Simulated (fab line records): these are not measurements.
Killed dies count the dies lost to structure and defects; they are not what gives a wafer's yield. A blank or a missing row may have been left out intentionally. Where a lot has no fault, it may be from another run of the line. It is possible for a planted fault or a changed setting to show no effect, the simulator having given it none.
Which tool did it? ; flow nand-harc ; 36 wafers from 12 lots sampled at 3 of the route's 1302 steps

== WHAT THE GAUGES READ, wafer by wafer ==
NHARC_A_M0_THK_MEAS_24: measures by xrf.
lot;measured;on;thk-nm (nm)
L858;day 23 05:20;film-metro-01;115.2 112.9 112.8
L860;day 23 19:20;film-metro-01;113.2 114.6 111.3
L861;day 23 21:32;film-metro-02;112.2 114.4 112.0
L862;day 24 00:38;film-metro-01;112.1 114.4 112.8
L863;day 24 07:23;film-metro-02;114.4 114.8 115.5
L864;day 25 20:13;film-metro-02;111.9 112.1 112.0
L866;day 26 21:15;film-metro-01;113.2 110.6 109.6
L868;day 27 23:59;film-metro-02;112.9 113.9 113.8
L871;day 28 07:46;film-metro-02;113.1 112.9 110.7
L874;day 30 09:15;film-metro-01;112.3 113.6 113.9
L879;day 31 07:43;film-metro-02;114.2 111.9 114.7
L881;day 32 13:44;film-metro-02;114.5 115.8 114.1

NHARC_A_M1_OVL_MEAS_10: pitch 240 nm.
lot;measured;on;overlay-x-nm (nm);overlay-y-nm (nm)
L858;day 23 06:57;overlay-02;0.8 1.4 0.4;-0.9 -1.5 -1.5
L860;day 23 21:32;overlay-01;0.1 -0.1 0.8;1.0 0.0 0.7
L861;day 24 00:14;overlay-01;0.4 0.3 0.4;-0.4 -0.2 0.0
L862;day 24 02:07;overlay-02;1.6 0.3 0.9;-0.5 -0.9 -0.2
L863;day 24 09:01;overlay-02;0.0 0.7 0.3;0.5 0.6 -0.1
L864;day 25 21:50;overlay-02;0.9 0.9 1.4;-0.4 0.4 0.4
L866;day 26 22:55;overlay-02;-0.5 0.5 -0.1;-0.5 -0.5 0.0
L868;day 28 01:29;overlay-02;-2.6 -2.4 -2.3;0.6 0.9 0.8
L871;day 28 09:18;overlay-01;-1.3 -1.9 -1.5;0.9 0.6 1.5
L874;day 30 10:53;overlay-01;0.8 0.4 0.2;-1.1 -0.9 -1.7
L879;day 31 09:21;overlay-01;-1.5 -1.1 -1.4;-0.1 -0.6 0.3
L881;day 32 15:22;overlay-02;0.1 -0.9 0.0;0.0 -0.6 -0.2

== WHAT TOOL EACH LOT RAN ON (gives the tool, then ch and the chambers of the sampled wafers, and finally the start) ==
lot;NHARC_A_M0_DEP_32
L858;pecvd-02 ch 0,2, day 23 05:38
L860;pecvd-02 ch 1,2, day 23 19:42
L861;pecvd-04 ch 1, day 23 22:16
L862;pecvd-02 ch 1,2, day 24 00:56
L863;pecvd-04 ch 0,2, day 24 07:41
L864;pecvd-04 ch 0,2, day 25 20:34
L866;pecvd-03 ch 0,1,2, day 26 21:43
L868;pecvd-04 ch 0,1,2, day 28 00:25
L871;pecvd-02 ch 1,2, day 28 08:07
L874;pecvd-03 ch 0,1,2, day 30 09:34
L879;pecvd-03 ch 0,1,2, day 31 08:01
L881;pecvd-04 ch 0,1, day 32 14:05
- NHARC_A_M0_DEP_32: deposits SiCN, target thk 30 nm.

== WHAT THE TOOLS THEMSELVES READ (means of the sampled wafers that have a number; where no wafer has one, the mark that the record gives instead) ==
NHARC_A_M0_DEP_32.
lot;tool;heater-power-outer-w (W);heater-power-w (W)
L858;pecvd-02;375;646
L860;pecvd-02;346;582
L861;pecvd-04;282;505
L862;pecvd-02;348;585
L863;pecvd-04;243;450
L864;pecvd-04;285;516
L866;pecvd-03;418;674
L868;pecvd-04;255;469
L871;pecvd-02;328;538
L874;pecvd-03;427;695
L879;pecvd-03;397;651
L881;pecvd-04;285;509

== THE ANSWER, worked out from the rows above alone ==
Rule: what is usual is taken from the lots themselves. Put in order of their means at a reading, lots are off if they are a third of the lots or fewer, leave a main group of 4 or more, and stand apart from it by a gap of 3 or more times the standard deviation of the main group's means; of several such gaps the widest counts. If all means in a main group match to the digits the tables above print for the reading, that group is not used. Also off: a lot with no number at a reading for which 4 or more lots have one. The other lots that the step has rows for count as sound. The gauges are gone through in route order, then the tools' own readings, and for those a lot's mean is taken as printed above. The first step at which some lot is off is used, and at that step the reading that is off furthest; a lot without a number counts as furthest.
None of the lots is off at any reading shown; this tells nothing.

== WHAT THE SIMULATOR HAD INSERTED ==
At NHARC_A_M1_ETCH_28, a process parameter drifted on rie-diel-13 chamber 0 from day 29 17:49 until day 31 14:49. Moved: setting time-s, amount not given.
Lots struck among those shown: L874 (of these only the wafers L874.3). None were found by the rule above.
